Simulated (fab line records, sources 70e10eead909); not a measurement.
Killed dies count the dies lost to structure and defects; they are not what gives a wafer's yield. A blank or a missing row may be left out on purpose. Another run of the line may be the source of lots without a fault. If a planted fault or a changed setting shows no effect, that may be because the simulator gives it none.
One fault through the eyes of 3 desks -- flow nandHarc -- only its own numbers are on each desk; what lay behind them is given at the end

== METROLOGY DESK ==
What the gauges read for every lot (on any tool): the sampled wafers with a number, averaged. The brackets show how far a lot's mean lies from the usual mean; more than 4 standard deviations puts the lot out of limits, marked OUT.
Columns: A = thkNm at NHARC_A_ONON_D1_THK_MEAS_34, usual 200.1 nm
lot,first seen here,A
L652,day 8 07:01,202.8
L654,day 8 21:49,202.9
L655,day 9 12:22,199.9
L656,day 9 12:29,197.2
L657,day 10 07:06,201.9
L658,day 10 18:07,203.0
L663,day 12 18:32,199.7
L664,day 13 03:42,197.8
L665,day 13 12:42,199.8
L669,day 15 15:51,198.7
L671,day 16 08:58,202.0
L672,day 16 20:52,199.0
L675,day 17 20:51,198.5
L674,day 17 20:52,200.5
This desk found nothing out of limits on any of the 14 lots.

== THE TOOL OWNER'S DESK: rieDiel-03 ==
The tool's own readings at NHARC_A_CHANNEL_HOLE_D1_ETCH_39 (etches the open film in N2/H2, target depth 260 nm, time 325 s): means of the sampled wafers that have a number, for each lot that ran on this tool. The brackets show how far a lot's mean lies from the usual mean; more than 4 standard deviations puts the lot out of limits, marked OUT.
Columns: A = drypumpMotorCurrentA at NHARC_A_CHANNEL_HOLE_D1_ETCH_39, usual 5.7 A; B = oesProductAu at NHARC_A_CHANNEL_HOLE_D1_ETCH_39, usual 0.999 a.u.; C = rfVppV at NHARC_A_CHANNEL_HOLE_D1_ETCH_39, usual 430.9 V; D = runLengthS at NHARC_A_CHANNEL_HOLE_D1_ETCH_39, usual 346.1 s; E = showerheadPlenumPTorr at NHARC_A_CHANNEL_HOLE_D1_ETCH_39, usual 2.05 Torr; F = throttleValvePct at NHARC_A_CHANNEL_HOLE_D1_ETCH_39, usual 14.171 %
lot,first seen here,A,B,C,D,E,F
L652,day 8 11:50,5.8,0.993,432.2,345.7,2.07,14.167
L654,day 9 02:29,5.8,1.005,431.7,346.0,2.08,14.161
L655,day 9 15:35,5.8,0.995,431.2,345.9,2.07,14.175
L657,day 10 12:19,5.8,0.991,432.2,345.9,2.07,14.169
L664,day 13 07:43,5.7,0.993,431.4,320.0 (-50) OUT,2.05,14.174
L665,day 13 18:19,5.7,1.006,430.1,319.8 (-51) OUT,2.07,14.173
L671,day 16 12:34,5.5,0.997,430.7,346.4,2.04,14.183
L672,day 17 07:11,5.7,0.998,430.8,346.1,2.05,14.188
L675,day 18 00:55,5.8,1.006,431.5,345.6,2.08,14.172
L674,day 18 01:15,5.8,1.000,431.2,345.7,2.07,14.170
Finding of this desk: L664, L665 out of limits; the first was L664 at day 13 07:43, on runLengthS at NHARC_A_CHANNEL_HOLE_D1_ETCH_39. L652, L654, L655, L657, L671, L672, L675, L674: within limits.

== THE DEFECT DESK ==
Lot by lot, what the route's inspections counted, given as the mean of those sampled wafers with a number. The brackets show how far a lot's mean lies from the usual mean; more than 4 standard deviations puts the lot out of limits, marked OUT.
Columns: A = rawDefectCount at NHARC_A_START_INSPECT_01, usual 3.8
lot,first seen here,A
L652,day 6 19:52,2.3
L654,day 7 09:11,5.7
L655,day 8 00:43,6.0
L656,day 8 01:41,5.0
L657,day 8 14:06,5.7
L658,day 9 04:26,3.7
L663,day 11 02:57,4.7
L664,day 11 15:26,3.3
L665,day 12 00:45,6.3
L669,day 14 00:05,3.3
L671,day 14 17:48,4.0
L672,day 15 05:15,3.7
L674,day 15 22:05,1.3
L675,day 16 09:16,4.7
This desk found nothing out of limits on any of the 14 lots.

== TAKEN TOGETHER ==
The tool owner's desk had the chance to raise an alarm at day 13 07:43 on L664, L665.
The metrology desk saw nothing out of limits.
Nothing the defect desk looked at was out of limits.
The metrology desk holds a record of L664, L665, inside its limits.
The defect desk has L664, L665 on record, within its limits.
The lots listed all ran NHARC_A_CHANNEL_HOLE_D1_ETCH_39 on rieDiel-03.

== WHAT WAS PUT IN BY THE SIMULATOR ==
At NHARC_A_CHANNEL_HOLE_D1_ETCH_39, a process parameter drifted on rieDiel-03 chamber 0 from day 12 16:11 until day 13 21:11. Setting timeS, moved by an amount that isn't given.
Struck lots among those shown: L664, L665.
Time in hours from fault onset to the first out-of-limits reading at each desk: the tool owner's desk, 16.
